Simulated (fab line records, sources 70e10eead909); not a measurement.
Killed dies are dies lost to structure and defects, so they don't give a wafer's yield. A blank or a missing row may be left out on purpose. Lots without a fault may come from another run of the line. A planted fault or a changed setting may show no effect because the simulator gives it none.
fab line records | flow nand_harc
record lots=12 wafers=35 last_day=33
route steps=1302 shown A_CHANNEL_HOLE_D1@475 A_CHANNEL_FILL_D1@496 END@1302
lots that met no fault: from a run of the same line without faults
start_h: hours from the record's first day to the start of the lot's first wafer shown | wait_h: hours since the lot's step before | " the same as in the row above | L1.1+2: a row that stands for several wafers | - no value, or no start given | * or withheld: withheld | < > ~ a bound
route shown NAME@n: a module of which the file shows steps, and the number in the route of the first | usual: mean/standard deviation of fault-free wafers | same: alike in all rows | chamber/n: place in a boat | sites: the reading at each site | _std_site: their standard deviation | _edge_site: outer sites' mean less inner sites' | radius_mm: how far each site lies from the wafer's centre | mask NAME#n: copy n | behind: the tool/chamber that last shaped the wafer | hold: why the lot was held/for how many hours/how that ended | device: the transistor (n, p or np) that didn't switch | end of line: the same wafers' tests at the end of the route | a step without rows: its recipe alone | killed: dies lost to structure and defects at the first sort, not the wafer's yield | map: a wafer's dies, x killed, . not, _ none there
set.NAME: the setting as run; set.NAME@STEP: as run at that earlier step | model.NAME: the simulator's own value behind a step, which no gauge read
steps of the route over a sample of lots; a table a step, a row a wafer
services: from which hour (start_h, from the record's first day; less than 0 if before it) a tool's chamber was out of use, for how many hours, and why
## steps
# step NHARC_A_CHANNEL_HOLE_D1_ETCH_23
# recipe bias_v=5000 source_w=withheld pressure_mtorr=20 time_s=819 ar_flow_sccm=375 c4f8_flow_sccm=89.3 o2_flow_sccm=35.7 temp_c=-20 target_depth_a=16000 chemistry=C4F8/O2/Ar
# usual drypump_motor_current_A=5.85/0.27 showerhead_plenum_p_Torr=3.58/0.15 throttle_valve_pct=32.156/0.01
# columns lot.wafer tool chamber start_h wait_h drypump_motor_current_A rf_hours_counter_h showerhead_plenum_p_Torr throttle_valve_pct
L237.2 har_etch-01 0 191.03 0.5 6.03 93 3.54 32.145
L237.4 " 0 " " 6.00 - 3.54 32.154
L237.6 " 1 " " 6.13 - 3.73 32.141
L238.1 har_etch-01 0 198.05 0.5 6.02 97 3.54 32.133
L238.5 " 1 " " 6.13 - 3.73 32.152
L238.6 " 0 " " 5.98 - 3.54 32.153
L240.2 har_etch-01 1 213.91 0.5 6.14 105 3.72 32.176
L240.3 " 1 " " 6.14 - 3.72 32.177
L240.4 " 0 " " 6.01 - 3.53 32.148
L241.1 har_etch-01 1 227.90 0.5 6.11 112 3.72 32.161
L241.2 " 0 " " 6.00 112 3.53 32.152
L241.6 " 0 " " 6.02 - 3.53 32.154
L243.2 har_etch-01 0 244.13 0.5 6.01 124 3.52 32.162
L243.1 " 1 " " 6.13 124 3.71 32.149
L246.2 har_etch-01 1 279.15 0.5 6.09 143 3.70 32.173
L246.3 " 1 " " 6.10 - 3.70 32.159
L246.4 " 0 " " 6.00 - 3.51 32.163
L247.1 har_etch-02 1 281.38 0.9 5.46 351 3.45 32.172
L247.2 " 1 " " 5.45 - 3.45 32.168
L247.6 " 1 " " 5.46 - 3.45 32.169
L251.4 har_etch-01 0 333.63 0.5 6.02 - 3.49 32.159
L251.5 " 1 " " 6.11 - 3.68 32.152
L251.6 " 0 " " 5.99 - 3.49 32.168
L253.2 har_etch-01 1 348.42 0.5 6.08 184 3.68 32.155
L253.3 " 0 " " 5.99 - 3.49 32.163
L253.6 " 0 " " 5.99 - 3.49 32.153
L254.1 har_etch-01 0 356.64 0.5 6.01 192 3.49 32.146
L254.4 " 1 " " 6.10 - 3.68 32.161
L254.5 " 0 " " 6.01 - 3.49 32.144
L257.1 har_etch-01 1 387.73 0.5 6.05 207 3.67 32.154
L257.6 " 1 " " 6.08 - 3.67 32.177
L257.5 " 0 " " 6.03 - 3.48 32.179
L260.2 har_etch-01 0 415.67 0.5 6.02 226 3.47 32.181
L260.4 " 0 " " 6.00 - 3.47 32.161
L260.6 " 0 " " 6.02 - 3.47 32.156
# step NHARC_A_CHANNEL_HOLE_D1_ETCH_33
# recipe bias_v=400 source_w=2000 pressure_mtorr=25 time_s=90 ar_flow_sccm=375 c4f8_flow_sccm=41.7 o2_flow_sccm=83.3 temp_c=-20 target_depth_a=4000 chemistry=C4F8/O2/Ar
# usual drypump_motor_current_A=5.85/0.27 showerhead_plenum_p_Torr=3.62/0.16 throttle_valve_pct=27.619/0.0089
# columns lot.wafer tool chamber start_h wait_h drypump_motor_current_A rf_hours_counter_h showerhead_plenum_p_Torr throttle_valve_pct
L237.2 har_etch-01 0 193.50 0.2 6.00 95 3.57 27.619
L237.4 " 0 " " 6.01 - 3.57 27.603
L237.6 " 1 " " 6.09 - 3.77 27.628
L238.1 har_etch-01 0 200.51 0.2 6.00 99 3.57 27.634
L238.5 " 1 " " 6.09 - 3.77 27.614
L238.6 " 0 " " 6.01 - 3.57 27.613
L240.2 har_etch-01 1 216.44 0.2 6.12 107 3.76 27.615
L240.3 " 1 " " 6.12 - 3.76 27.606
L240.4 " 0 " " 6.00 - 3.56 27.605
L241.1 har_etch-01 1 230.42 0.2 6.08 115 3.76 27.633
L241.2 " 0 " " 5.98 115 3.56 27.610
L241.6 " 0 " " 5.99 - 3.56 27.626
L243.2 har_etch-01 0 246.67 0.2 6.00 126 3.55 27.633
L243.1 " 1 " " 6.13 126 3.75 27.618
L246.2 har_etch-01 1 281.68 0.2 6.13 145 3.74 27.617
L246.3 " 1 " " 6.14 - 3.74 27.629
L246.4 " 0 " " 6.01 - 3.54 27.615
L247.1 har_etch-02 1 286.43 0.3 5.45 356 3.48 27.615
L247.2 " 1 " " 5.44 - 3.48 27.606
L247.6 " 1 " " 5.45 - 3.48 27.618
L251.4 har_etch-01 0 335.91 0.2 6.02 - 3.53 27.643
L251.5 " 1 " " 6.13 - 3.72 27.608
L251.6 " 0 " " 6.02 - 3.53 27.624
L253.2 har_etch-01 1 350.89 0.2 6.11 187 3.72 27.618
L253.3 " 0 " " 6.01 - 3.52 27.611
L253.6 " 0 " " 6.01 - 3.52 27.631
L254.1 har_etch-01 0 359.19 0.2 6.01 194 3.52 27.619
L254.4 " 1 " " 6.12 - 3.71 27.608
L254.5 " 0 " " 6.00 - 3.52 27.608
L257.1 har_etch-01 1 390.27 0.2 6.13 209 3.71 27.612
L257.6 " 1 " " 6.13 - 3.71 27.636
L257.5 " 0 " " 6.02 - 3.51 27.604
L260.2 har_etch-01 0 418.21 0.2 6.01 229 3.50 27.612
L260.4 " 0 " " 6.01 - 3.50 27.643
L260.6 " 0 " " 6.01 - 3.50 27.621
# step NHARC_A_CHANNEL_FILL_D1_ALD_16
# recipe target_thk_a=15 pulse_time_s=10 ald_cycles=15 temp_c=300 material=SiO2
# usual heater_power_outer_w=264/34 heater_power_w=468/54 precursor_pulse_height_rel=0.999/0.02
# columns lot.wafer tool chamber start_h wait_h heater_power_outer_w heater_power_w precursor_pulse_height_rel
L237.2 ald_hk-03 1 207.74 0.1 266 451 1.019
L237.4 " 2 " " 274 505 0.977
L237.6 " 3 " " 312 562 1.028
L238.1 ald_hk-01 3 213.32 0.2 327 532 0.987
L238.6 " 2 " " 276 497 0.986
L238.5 " 3 " " 322 532 1.029
L240.3 ald_hk-01 3 230.68 0.1 313 516 1.046
L240.2 " 0 " " 230 418 1.025
L240.4 " 1 " " 316 530 0.981
L241.1 ald_hk-03 2 244.78 0.1 267 509 0.991
L241.2 " 0 " " 195 373 1.006
L241.6 " 2 " " 261 497 0.988
L243.2 ald_hk-03 1 259.99 0.2 256 418 1.007
L243.1 " 2 " " 268 501 0.973
L246.2 ald_hk-01 1 295.82 0.0 318 534 1.029
L246.3 " 2 " " 281 490 1.001
L246.4 " 0 " " 228 403 0.993
L247.2 ald_hk-04 2 300.82 0.0 234 443 1.032
L247.1 " 3 " " 269 458 0.960
L247.6 " 2 " " 232 434 1.008
L251.4 ald_hk-04 0 352.27 2.3 248 439 0.993
L251.6 " 1 " " 249 470 0.965
L251.5 " 2 " " 231 437 0.999
L253.2 ald_hk-03 3 365.00 0.1 294 544 0.967
L253.3 " 1 " " 255 420 0.984
L253.6 " 2 " " 263 511 1.010
L254.4 ald_hk-04 3 371.64 0.2 275 473 0.988
L254.1 " 2 " " 239 423 1.020
L254.5 " 0 " " 257 433 0.991
L257.1 ald_hk-01 0 404.64 0.1 231 403 1.041
L257.6 " 2 " " 258 474 1.009
L257.5 " 3 " " 304 535 0.989
L260.2 ald_hk-04 0 432.67 0.1 251 439 1.001
L260.4 " 1 " " 251 470 1.029
L260.6 " 0 " " 254 437 0.981
# step NHARC_A_CHANNEL_FILL_D1_STRIP_28
# recipe time_s=20 o2_flow_sccm=500 ar_flow_sccm=0 bias_w=0 chemistry=O2
# usual drypump_motor_current_A=6.0/0.36 oes_product_au=1.002/0.0089 rf_vpp_V=57.9/0.82 showerhead_plenum_p_Torr=3.56/0.15 throttle_valve_pct=17.037/0.0099
# columns lot.wafer tool chamber start_h wait_h drypump_motor_current_A oes_product_au rf_hours_counter_h rf_vpp_V showerhead_plenum_p_Torr throttle_valve_pct
L237.4 rie_diel-13 0 219.95 0.1 6.2 1.000 1.7 57.7 3.66 17.040
L237.2 " 2 " " 5.8 1.008 1.6 57.6 3.59 17.053
L237.6 " 3 " " 6.1 1.021 - 57.8 3.74 17.033
L238.1 rie_diel-10 2 226.97 0.1 6.1 0.990 8.7 58.3 3.45 17.024
L238.6 " 3 " " 6.3 0.985 - 58.3 3.63 17.015
L238.5 " 0 " " 5.6 0.987 - 57.4 3.78 17.039
L240.3 rie_diel-08 3 243.70 0.1 6.3 1.001 1.3 57.4 3.75 17.040
L240.2 " 1 " " 5.4 1.000 1.4 58.3 3.45 17.010
L240.4 " 1 " " 5.4 0.998 - 58.9 3.45 17.025
L241.1 rie_diel-08 1 256.92 0.1 5.4 1.020 1.7 57.4 3.45 17.025
L241.2 " 2 " " 5.3 1.006 1.8 58.3 3.56 17.039
L241.6 " 3 " " 6.3 1.000 - 58.2 3.75 17.027
L243.1 rie_diel-08 1 271.95 0.1 5.4 1.003 2.9 57.7 3.45 17.044
L243.2 " 2 " " 5.3 0.994 2.8 58.5 3.56 17.031
L246.3 rie_diel-10 2 307.73 0.1 6.1 0.987 4.3 56.8 3.45 17.041
L246.4 " 3 " " 6.4 1.013 4.1 57.1 3.62 17.023
L246.2 " 0 " " 5.6 0.992 3.1 58.6 3.78 17.019
L247.2 rie_diel-10 3 312.95 0.1 6.3 1.007 4.2 57.8 3.62 17.046
L247.1 " 0 " " 5.6 0.994 3.2 58.9 3.78 17.036
L247.6 " 2 " " 6.1 0.990 - 57.2 3.45 17.038
L251.4 rie_diel-08 0 364.41 0.1 5.6 1.015 7.9 57.1 3.38 17.023
L251.6 " 2 " " 5.4 1.006 - 57.1 3.56 17.028
L251.5 " 3 " " 6.3 1.000 - 59.3 3.75 17.041
L253.2 rie_diel-13 2 376.93 0.1 5.8 0.993 1.9 57.1 3.58 17.045
L253.3 " 1 " " 6.3 1.005 1.4 56.7 3.45 17.047
L253.6 " 0 " " 6.2 1.004 - 58.4 3.65 17.013
L254.1 rie_diel-08 0 383.47 0.1 5.7 1.008 0.2 58.3 3.38 17.037
L254.4 " 1 " " 5.4 1.011 0.3 57.4 3.45 17.045
L254.5 " 1 " " 5.4 0.993 - 57.4 3.45 17.038
L257.1 rie_diel-13 1 416.55 0.1 6.3 1.013 2.7 56.6 3.45 17.035
L257.6 " 0 " " 6.2 1.010 - 58.9 3.65 17.043
L257.5 " 3 " " 6.1 1.012 - 59.1 3.74 17.039
L260.4 rie_diel-08 3 445.49 0.1 6.3 1.001 3.8 59.2 3.74 17.044
L260.2 " 2 " " 5.3 1.003 3.8 58.8 3.56 17.034
L260.6 " 3 " " 6.3 0.994 - 58.4 3.74 17.025
# step NHARC_END_SORT_01
# recipe temp_c=25
# usual killed_at_array=56/19 killed_at_other=1.0/1.5 killed_at_periphery=3.4/2.4 killed_dies=60/19 killed_open=3.3/1.8 killed_short=2.4/1.7
# same gross_dies=677
# columns lot.wafer tool chamber start_h wait_h killed_at_array killed_at_other killed_at_periphery killed_dies killed_open killed_short
L240.2 prober-01 0 582.43 2.8 33 1 3 37 1 4
L240.3 prober-01 0 583.22 3.1 35 2 4 41 4 0
L240.4 prober-01 0 584.00 3.4 42 2 5 49 6 2
L243.1 prober-02 0 631.70 2.5 143 3 6 152 5 3
L243.2 prober-02 0 632.49 2.8 36 1 7 44 2 1
# killed by level:class
L240.2 A_SLIT:chamber_film_flake=17 A_CHANNEL_HOLE_D2:chamber_film_flake=7 A_CHANNEL_FILL_D1:chamber_film_flake=3 P_M0:geometric_particle:short=2 A_STAIRCASE:chamber_film_flake=2 P_M0:geometric_particle:open=1 A_CHANNEL_FILL_D2:geometric_particle:short=1 A_WL_FILL:geometric_particle:short=1
L240.3 A_SLIT:chamber_film_flake=21 A_CHANNEL_HOLE_D2:chamber_film_flake=8 A_STAIRCASE:chamber_film_flake=4 P_CONTACT:geometric_particle:open=2 A_CHANNEL_HOLE_D1:chamber_film_flake=2 P_M0:geometric_particle:open=1 STARTING-WAFER:geometric_particle:open=1 P_ZERO_WELL:chamber_film_flake=1
L240.4 A_SLIT:chamber_film_flake=20 A_CHANNEL_HOLE_D2:chamber_film_flake=7 P_GATE:chamber_film_flake=3 A_ZERO_WELL:chamber_film_flake=2 A_CHANNEL_HOLE_D1:chamber_film_flake=2 A_CHANNEL_FILL_D1:chamber_film_flake=2 A_CONTACT:chamber_film_flake=2 THIN_TSV:chamber_film_flake=2
L243.1 A_CHANNEL_FILL_D1:unspecified=99 A_SLIT:chamber_film_flake=24 A_CHANNEL_HOLE_D1:chamber_film_flake=3 THIN_TSV:chamber_film_flake=3 A_CHANNEL_HOLE_D2:chamber_film_flake=3 P_GATE:chamber_film_flake=2 A_STAIRCASE:chamber_film_flake=2 A_WL_FILL:chamber_film_flake=2
L243.2 A_SLIT:chamber_film_flake=20 A_CHANNEL_HOLE_D1:chamber_film_flake=5 A_CHANNEL_HOLE_D2:chamber_film_flake=4 P_GATE:chamber_film_flake=3 P_ZERO_WELL:chamber_film_flake=2 P_M1:geometric_particle:open=1 A_M0:geometric_particle:short=1 A_M0:geometric_particle:open=1
## services
# columns tool chamber start_h hours kind
rie_diel-08 2 171.39 3.1 repair
rie_diel-10 - 189.75 0.5 repair
rie_diel-08 - 190.88 9.0 pm
rie_diel-08 - 203.60 4.1 repair
ald_hk-03 - 225.05 10.0 pm
rie_diel-10 - 242.50 9.0 pm
rie_diel-08 0 243.24 6.7 repair
rie_diel-13 3 255.16 5.2 repair
rie_diel-10 0 293.94 6.4 repair
ald_hk-01 - 299.18 10.0 pm
rie_diel-13 - 304.13 1.0 repair
ald_hk-01 - 333.77 25.4 repair
rie_diel-13 3 341.83 5.2 repair
rie_diel-13 - 342.00 9.0 pm
rie_diel-10 - 358.68 0.3 repair
rie_diel-08 - 367.88 9.0 pm
rie_diel-13 3 376.89 7.4 repair
rie_diel-10 1 388.70 13.7 repair
rie_diel-08 0 396.63 9.9 repair
ald_hk-03 - 403.05 10.0 pm
rie_diel-13 2 406.27 13.1 repair
rie_diel-10 - 419.50 9.0 pm
har_etch-01 - 420.10 1.0 repair
rie_diel-08 - 422.20 0.6 repair
## key
first_sign step=NHARC_END_SORT_01 reading=killed_dies direction=up sigmas=4.9 usual=60 struck=152
effect step=NHARC_END_SORT_01 reading=killed_at_array direction=up sigmas=4.6 usual=56 struck=143
more_kills_born_at NHARC_A_CHANNEL_FILL_D1_ALD_16@ald_hk-03=99
met_at NHARC_A_CHANNEL_FILL_D1_ALD_16
struck_lots L243
struck_wafers L243.1
tester_left_out L243
not_acting_at NHARC_A_CHANNEL_HOLE_D1_ETCH_23,NHARC_A_CHANNEL_HOLE_D1_ETCH_33,NHARC_A_CHANNEL_FILL_D1_STRIP_28
onset_between 244.78 259.99
fault kind=chamber_particle_source tool=ald_hk-03 chamber=2 onset_h=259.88 steps=NHARC_A_CHANNEL_FILL_D1_ALD_16 rate_per_visit_cm2=1.5005 end_h=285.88
# tester_left_out: of these lots the tester's yield and bins aren't shown, on N5 and GAA mostly nor the transistor test; their killed dies are dies lost to structure and defects alone, not to doping, threshold or leakage, so they don't give the yield
